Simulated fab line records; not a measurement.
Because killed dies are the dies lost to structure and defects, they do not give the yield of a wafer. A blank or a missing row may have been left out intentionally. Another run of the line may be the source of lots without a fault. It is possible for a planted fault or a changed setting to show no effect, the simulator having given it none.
Chamber matching	flow n5-finfet	N5_BEOL_M0_DEP_125 on pecvd-02: 3 sister chambers
The step deposits SiCN from 3MS/NH3, target thk 8 nm, time 14 s. 3 wafers are shown with their chamber, then 12 later ones without.

## WAFERS, EACH WITH ITS CHAMBER
wafer	chamber	throttle-valve-pct (%)
L090.1	2	8.5
L090.2	1	9.1
L090.3	0	9.0

## WAFERS WHOSE CHAMBER IS MISSING
wafer	throttle-valve-pct (%)
L090.4	8.8
L090.5	8.6
L090.6	9.5
L092.1	9.1
L092.2	8.6
L092.3	9.3
L092.4	9.1
L092.5	8.8
L092.6	9.6
L097.1	9.1
L097.4	9.2
L097.6	8.7

## CHAMBER TAKEN BY EACH
wafer	from the rows above	in truth
L090.4	can't be placed: 0 or 1 or 2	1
L090.5	can't be placed: 2 or 0 or 1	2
L090.6	can't be placed: 1 or 0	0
L092.1	can't be placed: 1 or 0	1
L092.2	can't be placed: 2 or 0 or 1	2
L092.3	can't be placed: 1 or 0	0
L092.4	can't be placed: 1 or 0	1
L092.5	can't be placed: 0 or 1 or 2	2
L092.6	can't be placed: 1 or 0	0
L097.1	can't be placed: 1 or 0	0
L097.4	can't be placed: 1 or 0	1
L097.6	can't be placed: 2 or 0 or 1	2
Correct placement for 0 of the 12. Cannot be placed on the basis of these rows: 12; the candidates contain the true chamber in 12. Wrongly placed: 0.
How it was worked out, from the rows above alone: a wafer's distance from a chamber is the root of the sum, over the readings, of the square of ((its reading less the chamber's mean) divided by the reading's scatter). The wafer belongs to the nearest chamber; if the next one is less than 2 further off, it can't be placed. A chamber's mean is the mean of its shown wafers. The scatter: with one shown wafer a chamber, the root of the mean of the squares of how far each hidden wafer lies from its nearest shown one.
